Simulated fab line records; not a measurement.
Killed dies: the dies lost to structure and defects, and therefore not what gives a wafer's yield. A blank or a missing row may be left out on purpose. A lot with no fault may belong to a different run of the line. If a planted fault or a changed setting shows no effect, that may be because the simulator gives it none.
A lot that was struck, set against a sound lot | flow nandHarc | 15 out of 1302 route steps
Sound: wafers L946.1, L946.5, L946.6. Struck: wafer L944.4 (left out: L944.5, a lot-mate that was not struck); the cause follows at the end.
At each step with rows: each side's tool, then ch and its chambers, then its first start. Under that, the readings that differ: sound wafers | struck wafers | difference of the means | sigmas: that difference in standard deviations of wafers without a fault.
alike: same words and numbers on both sides, and readings whose means sit less than 2 such deviations apart. not compared: any withheld reading, any reading some wafer has no value for, any bound like >300 that may hide the same value, and any number with overlapping values for which the record gives no deviation.
Wherever a step has rows on one side only, a row that says differs or no value, or a row with sigmas, the two part there. When numbers do not overlap yet have no deviation, they are printed without sigmas and do not part them. Lack of a reading on every wafer of one side parts them only where that side has two or more wafers.

NHARC_A_CONTACT_ETCH_137: etches the open film in C4F8/O2/Ar, time 311 s, target depth 1912 nm.
  sound on harCapEtch-02 ch 0,1, day 30 02:34; struck on harCapEtch-03 ch 1, day 29 04:11
  alike: oesAirLineAu
  not compared: rfHoursCounterH
then, 1 step without rows for these wafers: NHARC_A_CONTACT_ETCH_138 (etches the open film in C4F8/O2/Ar, time 311 s, target depth 1914 nm).
NHARC_A_CONTACT_ETCH_139: etches the open film in C4F8/O2/Ar, time 195 s, target depth 840 nm.
  sound on harCapEtch-02 ch 0,1, day 30 03:07; struck on harCapEtch-03 ch 1, day 29 04:44
  alike: oesAirLineAu
  not compared: rfHoursCounterH
NHARC_A_CONTACT_ETCH_92: etches the open film in CH3F/O2, target depth 40 nm, time 85.7 s.
  sound on rieDiel-12 ch 0,1, day 30 03:38; struck on rieDiel-07 ch 2, day 29 05:14
  alike: drypumpMotorCurrentA, oesProductAu, rfVppV, showerheadPlenumPTorr, throttleValvePct
  not compared: rfHoursCounterH
then, 1 step without rows for these wafers: NHARC_A_CONTACT_ETCH_98 (etches the open film in C4F6/O2, target depth 20 nm, time 10 s).
NHARC_A_CONTACT_CD_MEAS_15:
  sound on cdSem-01, day 30 03:51; struck on cdSem-01, day 29 05:26
  alike: cdNm
then, 4 steps without rows for these wafers: NHARC_A_CONTACT_STRIP_107 (strips in N2/H2); NHARC_A_CONTACT_STRIP_108 (strips in CF4/CHF3); NHARC_A_CONTACT_STRIP_109 (strips in O2/COS); NHARC_A_CONTACT_ETCH_110 (etches the open film in CF4/O2, target depth 60 nm, overetch 6 nm, time 33 s).
NHARC_A_CONTACT_STRIP_26: strips in O2.
  sound on rieDiel-12 ch 2,3; struck on rieDiel-07 ch 0
  alike: drypumpMotorCurrentA, oesProductAu, rfVppV, showerheadPlenumPTorr, throttleValvePct
  not compared: rfHoursCounterH
then, 1 step without rows for these wafers: NHARC_A_CONTACT_STRIP_27 (strips in post etch residue remover, time 600 s).
NHARC_A_CONTACT_ALD_18: deposits TiN, target thk 3 nm, pulse time 1 s, ald cycles 150.
  sound on aldMetal-04 ch 2,3, day 30 04:48; struck on aldMetal-02 ch 1, day 29 06:24
reading                 | sound             | struck | difference | sigmas
aldCycles               | 150 150 150       | 180    | +30        | 
precursorPulseHeightRel | 1.021 1.026 1.036 | 0.988  | -0.040     | -2
  alike: heaterPowerW
NHARC_A_CONTACT_CVD_19: deposits W, target thk 300 nm, time 802 s.
  sound on cvdW-02 ch 0,1; struck on cvdW-02 ch 1
  alike: heaterPowerW, throttleValvePct
NHARC_END_SORT_01:
  the record has rows for the sound wafers here (prober-01 ch 0, day 32 03:07) and none for the struck ones

## WHERE THEY PART
Earliest at NHARC_A_CONTACT_ALD_18; latest, in this record, at NHARC_END_SORT_01.

WHY: whatever the simulator had introduced
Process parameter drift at NHARC_A_CONTACT_ALD_18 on aldMetal-02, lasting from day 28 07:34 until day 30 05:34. Setting aldCycles, moved by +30, from 150. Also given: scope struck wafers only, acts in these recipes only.
